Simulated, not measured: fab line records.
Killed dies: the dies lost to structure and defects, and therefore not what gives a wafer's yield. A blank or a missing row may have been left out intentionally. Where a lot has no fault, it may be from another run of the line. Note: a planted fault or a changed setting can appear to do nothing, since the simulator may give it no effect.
Lot-split experiment | flow n5 finfet | 21 wafers read across 7 lots, on a route 1938 steps long

THE SPLIT
At N5_BEOL_M11_COAT_63 (time 60 s, resist thk 100 nm), the setting spin rpm was moved away from the recipe's 1500 rpm on 7 of the 21 wafers read, by -7.8% to +7.7%. For the rest of the wafers, this setting stayed at what the recipe calls for.

FROM THE SPLIT TO THE READING: what the file shows between them, 2 steps
- N5_BEOL_M11_ETCH_66: etches SOC in N2/H2, target depth 120 nm, overetch 24 nm, time 180 s (also split here: time s)
- N5_BEOL_M11_STRIP_69: strips in N2/H2

THE READING
SOC_of_BEOL_M11_COAT_63.thk nm (the simulator's own value, which no gauge read), in nm, at N5_BEOL_M11_VIA_ETCH_34 (etches SiCOH lowk in C4F6/O2, target depth 184.5 nm, time 69.2 s). The file gives no usual value for it. Across the 14 wafers here that went through the recipe, the average is 92.0 nm and the standard deviation 0.33 nm.

wafer  | tool, chamber at the split | spin rpm as run, rpm | against the recipe | SOC_of_BEOL_M11_COAT_63.thk nm, nm | against lot-mates on the recipe
L074.1 | litho track-02, 0          | 1500                 | recipe             | 91.8                               | -
L074.2 | litho track-02, 0          | 1383                 | -7.8%              | 96.8                               | +5.0
L074.5 | litho track-02, 0          | 1383                 | -7.8%              | 96.2                               | +4.4
L075.1 | litho track-02, 0          | 1500                 | recipe             | 91.8                               | -
L075.4 | litho track-02, 0          | 1500                 | recipe             | 91.8                               | -
L075.6 | litho track-02, 0          | 1500                 | recipe             | 92                                 | -
L079.1 | litho track-02, 0          | 1500                 | recipe             | 92.4                               | -
L079.4 | litho track-02, 0          | 1500                 | recipe             | 92                                 | -
L079.5 | litho track-02, 0          | 1500                 | recipe             | 91.8                               | -
L081.1 | litho track-01, 0          | 1615                 | +7.7%              | 87.8                               | -3.8
L081.3 | litho track-01, 0          | 1615                 | +7.7%              | 87.6                               | -4.0
L081.5 | litho track-01, 0          | 1500                 | recipe             | 91.6                               | -
L085.1 | litho track-04, 0          | 1500                 | recipe             | 92.8                               | -
L085.4 | litho track-04, 0          | 1500                 | recipe             | 92                                 | -
L085.6 | litho track-04, 0          | 1500                 | recipe             | 92                                 | -
L086.1 | litho track-02, 0          | 1613                 | +7.5%              | 88.2                               | -3.4
L086.4 | litho track-02, 0          | 1500                 | recipe             | 91.8                               | -
L086.6 | litho track-02, 0          | 1500                 | recipe             | 91.4                               | -
L092.1 | litho track-04, 0          | 1546                 | +3.1%              | 90.8                               | -1.4
L092.3 | litho track-04, 0          | 1500                 | recipe             | 92.2                               | -
L092.5 | litho track-04, 0          | 1546                 | +3.1%              | 91                                 | -1.2

THE FIT
A straight line over all 21 wafers: SOC_of_BEOL_M11_COAT_63.thk nm changes by -0.547 nm for each +1% of spin rpm; r = -0.99; the points scatter about the line by 0.37 nm.
The same after taking each lot's own level away (the mean of its wafers on the recipe; 21 wafers): -0.535 nm for each +1%; r = -0.99; scatter 0.31 nm.
On that fit, the largest move of spin rpm shifts the reading by 4.2 nm.
Measured against the standard deviation above, the lots' own levels, which go from 91.60 to 92.27 nm, span 2.0 times it.
So the lot-to-lot level changes the slope little: the two slopes agree.
Check: with one of the wafers moved furthest among these (-7.8%) left out of the fit, the line predicts +4.04 nm for it against its lot-mates. Against them it came out at +5 nm.

OTHER SPLITS ON THESE WAFERS
Note: prior to the reading, these wafers also went through further splits. Each is held against what the fit with the lots' levels taken away leaves over:
other split on the same wafers | wafers away from the commonest value | r with SOC_of_BEOL_M11_COAT_63.thk nm (lot level and that fit taken away)
N5_BEOL_M9_EXPOSE_08 dose mj   | 10                                   | -0.04
N5_BEOL_M10_ILD_DEP_00 time s  | 7                                    | -0.12
N5_BEOL_M11_DESCUM_16 time s   | 10                                   | -0.26
N5_BEOL_M11_ETCH_66 time s     | 8                                    | -0.05

THE WHOLE CHAIN: every reading that the file lists as answering this split, in the file's order
step                    | what it does                                                         | reading                                                                         | change (the file's fit)               | r (the file's)
N5_BEOL_M11_COAT_63     | time 60 s, resist thk 100 nm                                         | SOC_of_BEOL_M11_COAT_63.thk nm (the simulator's own value, which no gauge read) | -0.498 nm for each +1% of the setting | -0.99
N5_BEOL_M11_ETCH_66     | etches SOC in N2/H2, target depth 120 nm, overetch 24 nm, time 180 s | etch.depth nm (the simulator's own value, which no gauge read)                  | -0.493 nm for each +1% of the setting | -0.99
N5_BEOL_M11_VIA_ETCH_34 | etches SiCOH lowk in C4F6/O2, target depth 184.5 nm, time 69.2 s     | SOC_of_BEOL_M11_COAT_63.thk nm (the simulator's own value, which no gauge read) | -0.518 nm for each +1% of the setting | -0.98

FILE'S OWN FIT
SOC_of_BEOL_M11_COAT_63.thk nm changes by -0.518 nm for each +1% of spin rpm, r = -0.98.
